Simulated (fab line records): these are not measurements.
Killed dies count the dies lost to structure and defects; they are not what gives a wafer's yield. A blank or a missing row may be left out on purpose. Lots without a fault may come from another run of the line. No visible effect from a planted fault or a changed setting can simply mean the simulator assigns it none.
What tool caused it? + flow n5 finfet + 9 lots with 27 wafers sampled at 3 steps, on a route of 1938 steps

== WHAT EACH GAUGE READ, for each wafer ==
N5_SD_EPI_P_INSPECT_26: inspects for defects (darkfield).
| lot  | measured    | on                | raw defect count |
|------|-------------|-------------------|------------------|
| L166 | day 4 12:38 | defect inspect-02 | 134 157 162      |
| L168 | day 4 22:16 | defect inspect-01 | 222 197 193      |
| L170 | day 5 05:08 | defect inspect-02 | 142 159 198      |
| L172 | day 5 13:16 | defect inspect-01 | 185 224 166      |
| L173 | day 5 20:40 | defect inspect-02 | 110 179 120      |
| L175 | day 6 15:14 | defect inspect-02 | 262 211 139      |
| L179 | day 7 11:38 | defect inspect-02 | 178 163 1334     |
| L181 | day 8 00:30 | defect inspect-01 | 175 172 166      |
| L185 | day 9 00:35 | defect inspect-01 | 216 166 163      |

== EACH LOT AND THE TOOL THAT RAN IT (in order: tool; ch and the chambers of the sampled wafers; start) ==
| lot  | N5_SD_EPI_N_LINER_46             | N5_SD_EPI_P_ETCH_16               |
|------|----------------------------------|-----------------------------------|
| L166 | ald sin-02 ch 0,1,3, day 4 08:10 | rie diel-02 ch 0,3, day 4 09:31   |
| L168 | ald sin-03 ch 1,2, day 4 17:49   | rie diel-06 ch 1,2,3, day 4 19:10 |
| L170 | ald sin-02 ch 0,2,3, day 5 00:40 | rie diel-04 ch 1,2, day 5 02:02   |
| L172 | ald sin-03 ch 2,3, day 5 08:55   | rie diel-04 ch 1,2,3, day 5 10:08 |
| L173 | ald sin-02 ch 0,1,3, day 5 16:19 | rie diel-04 ch 1,2,3, day 5 17:34 |
| L175 | ald sin-03 ch 0,1,3, day 6 09:38 | rie diel-06 ch 1,2,3, day 6 11:17 |
| L179 | ald sin-02 ch 0,1,2, day 7 06:58 | rie diel-04 ch 0,1,2, day 7 08:31 |
| L181 | ald sin-01 ch 0,1,2, day 7 18:53 | rie diel-02 ch 0,1,2, day 7 20:32 |
| L185 | ald sin-01 ch 0,1,2, day 8 19:18 | rie diel-02 ch 1,2,3, day 8 20:39 |
- N5_SD_EPI_N_LINER_46: material SiNx, target thk 3 nm.
- N5_SD_EPI_P_ETCH_16: etches SiO2 in CHF3/O2, target depth 5 nm.

== THE ANSWER, worked out from the rows above alone ==
Rule: the usual values come from the lots themselves. Put in order of their means at a reading, lots are off if they are a third of the lots or fewer, leave a main group of 4 or more, and stand apart from it by a gap of 3 or more times the standard deviation of the main group's means; of several such gaps the widest counts. Not used: any main group whose means are identical at the precision the tables above print for the reading. A lot without any number at a reading at which 4 lots or more have one is off too. Any other lot the step has rows for is counted as sound.
Off: L179 (N5_SD_EPI_P_INSPECT_26, raw defect count). Mean 176 and standard deviation 23 in the main group.
A tool fits if, at a process step before that reading, it ran every lot that is off, and no sound lot after the first of them. Those tools and the gauges at N5_SD_EPI_P_INSPECT_26 are tried in the same way. Can't be told from this: 3 tools fit, ald sin-02 at N5_SD_EPI_N_LINER_46, rie diel-04 at N5_SD_EPI_P_ETCH_16, defect inspect-02 at N5_SD_EPI_P_INSPECT_26.

== WHAT THE SIMULATOR PUT IN ==
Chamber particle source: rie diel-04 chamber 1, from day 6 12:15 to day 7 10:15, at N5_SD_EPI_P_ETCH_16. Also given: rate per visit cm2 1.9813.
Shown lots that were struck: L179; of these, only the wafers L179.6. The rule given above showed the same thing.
